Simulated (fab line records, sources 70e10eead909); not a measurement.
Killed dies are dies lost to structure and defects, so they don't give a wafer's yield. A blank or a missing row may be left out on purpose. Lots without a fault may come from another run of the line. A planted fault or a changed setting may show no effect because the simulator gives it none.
Problem report in the 8D (eight disciplines) form, filled by code | flow nand_harc | the parts of the form that need people (team, actions taken, sign-off) are left out

1. THE PROBLEM
sort_bin_2_pct at NHARC_END_SORT_01 reads a mean of 97.3 % on 2 wafers of 2 lots; wafers without a fault read 1.6 % with a standard deviation of 0.64. That is +99 or more standard deviations from the usual mean.
First seen on wafer L744.2, day 22 02:39, on prober-02. The record holds 36 wafers of 12 lots with a number at this step. Rule for "out", or "out of limits": more than 4 standard deviations from the usual mean. The other wafers with a number count as sound.

2. WHAT IT IS AND WHAT IT IS NOT
question                    | is                                                                                                                  | is not
which readings at this step | sort_bin_2_pct, defect_limited_yield, killed_at_array, killed_dies, sort_n_pass, sort_rim_yield_pct, sort_yield_pct | killed_at_other, killed_at_periphery, killed_open, killed_short, sort_bin_3_pct, sort_bin_4_pct
which lots                  | L744, L745                                                                                                          | L733, L734, L735, L738, L740, L746, L748, L749, L753, L754
which wafers of those lots  | L744.2, L745.6                                                                                                      | L744.1, L744.4, L745.1, L745.5
read on which gauges        | prober-02                                                                                                           | prober-01
when                        | from day 22 02:39                                                                                                   | up to then (16 sound wafers); but 18 sound wafers of L744, L745, L746, L748, L749, L753, L754 came after

3. SUSPECTS, AND WHAT RULES EACH OUT
Counting: a tool at a process step up to the reading stays a suspect if it ran every lot that is out. Sound lots after the first of them don't rule it out here, since some wafers of a struck lot are sound.
- the gauge at NHARC_END_SORT_01: kept. All the wafers that are out were read on prober-02, and no step on other tools shows them out.
- pvd_sputter-02 at NHARC_A_M1_PVD_21 (deposits Cu, target thk 30 nm, time 20.49 s): kept. It ran every lot that is out, first L744 (day 20 18:46); its last sound lot up to then is L740 (day 20 01:27).
- rtp_anneal-02 at NHARC_THIN_TSV_ANNEAL_52 (time 90 s): kept. It ran every lot that is out, first L744 (day 21 17:40); its last sound lot up to then is L738 (day 20 22:13).
Left after counting: pvd_sputter-02 at NHARC_A_M1_PVD_21, rtp_anneal-02 at NHARC_THIN_TSV_ANNEAL_52, prober-02 at NHARC_END_SORT_01.

4. THE CAUSE (what the simulator had put in)
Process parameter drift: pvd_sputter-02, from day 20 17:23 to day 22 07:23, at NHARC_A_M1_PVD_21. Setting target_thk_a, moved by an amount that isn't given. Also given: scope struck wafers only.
Counting left 3 suspects, and this tool is among them.

5. THE CHAIN OF EFFECTS, in route order
Each row: a reading whose mean over the struck wafers that have a number lies more than 3 standard deviations from the usual. Only readings for which the record gives a usual standard deviation are gone through. hours: the time from each lot's start at the first step in this table that gives one to its start at this step, as a median over the lots. sigmas: the change in usual standard deviations.
hours | step              | reading              | usual  | on struck wafers | change | sigmas
0     | NHARC_END_SORT_01 | defect_limited_yield | 95.1 % | 0.0              | -95.1  | -59
0     | NHARC_END_SORT_01 | killed_at_array      | 29     | 674              | +646   | +59
0     | NHARC_END_SORT_01 | killed_dies          | 33     | 677              | +644   | +59
0     | NHARC_END_SORT_01 | sort_bin_2_pct       | 1.6 %  | 97.3             | +95.7  | +99 or more
0     | NHARC_END_SORT_01 | sort_n_pass          | 644    | 0                | -644   | -59
0     | NHARC_END_SORT_01 | sort_rim_yield_pct   | 95.7 % | 0.0              | -95.7  | -34
0     | NHARC_END_SORT_01 | sort_yield_pct       | 95.1 % | 0.0              | -95.1  | -59

6. WHAT WOULD HAVE CAUGHT IT SOONER
In this record the first reading out of limits at a measuring or inspecting step was taken at day 22 02:39, 33 hours after the fault began at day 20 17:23.
Of the tool readings at NHARC_A_M1_PVD_21 for which the record gives a usual standard deviation, none was out on any struck wafer, so an alarm limit of 4 standard deviations on them would not have fired.
All the lots that are out (2) had begun NHARC_A_M1_PVD_21 on pvd_sputter-02 by day 22 02:39. A hold on the tool at that time would have spared none of them.
